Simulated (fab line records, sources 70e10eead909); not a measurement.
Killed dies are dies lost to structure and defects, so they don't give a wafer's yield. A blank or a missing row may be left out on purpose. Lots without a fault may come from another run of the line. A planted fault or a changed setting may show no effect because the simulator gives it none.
Chamber matching | flow nand_harc | NHARC_A_CONTACT_DEP_29 on pecvd-02: 3 sister chambers
The step deposits SiON, target thk 100 nm. 6 wafers are shown with their chamber, then 10 later ones without.

WAFERS WITH THEIR CHAMBER
wafer  | chamber | heater_power_w (W) | chamber_pressure_Torr (Torr)
L088.6 | 0       | 796                | 3.495
L086.2 | 1       | 745                | 3.512
L086.4 | 1       | 742                | 3.509
L086.6 | 2       | 847                | 3.506
L090.2 | 0       | 731                | 3.498
L090.3 | 2       | 800                | 3.495

WAFERS WITHOUT THEIR CHAMBER
wafer  | heater_power_w (W) | chamber_pressure_Torr (Torr)
L090.4 | 753                | 3.505
L091.2 | 789                | 3.499
L091.5 | 801                | 3.505
L091.6 | 698                | 3.514
L094.3 | 822                | 3.486
L094.4 | 745                | 3.500
L094.6 | 671                | 3.504
L095.3 | 771                | 3.504
L095.5 | 776                | 3.496
L095.6 | 671                | 3.509

WHICH CHAMBER EACH WENT THROUGH
wafer  | from the rows above          | in truth
L090.4 | can't be placed: 1 or 0 or 2 | 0
L091.2 | can't be placed: 0 or 2 or 1 | 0
L091.5 | can't be placed: 2 or 1 or 0 | 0
L091.6 | 1                            | 1
L094.3 | can't be placed: 0 or 2      | 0
L094.4 | can't be placed: 0 or 1 or 2 | 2
L094.6 | can't be placed: 1 or 0      | 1
L095.3 | can't be placed: 0 or 1 or 2 | 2
L095.5 | can't be placed: 0 or 2      | 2
L095.6 | can't be placed: 1 or 0      | 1
Placed correctly: 1 of 10. Can't be placed from these rows: 9 (the true chamber is among the candidates in 9). Placed wrongly: 0.
How it was worked out, from the rows above alone: a wafer's distance from a chamber is the root of the sum, over the readings, of the square of ((its reading less the chamber's mean) divided by the reading's scatter). The wafer belongs to the nearest chamber; if the next one is less than 2 further off, it can't be placed. A chamber's mean is the mean of its shown wafers. The scatter: the root of (the sum of the squares of (reading less its chamber's mean) over the shown wafers, divided by (wafers less chambers)).
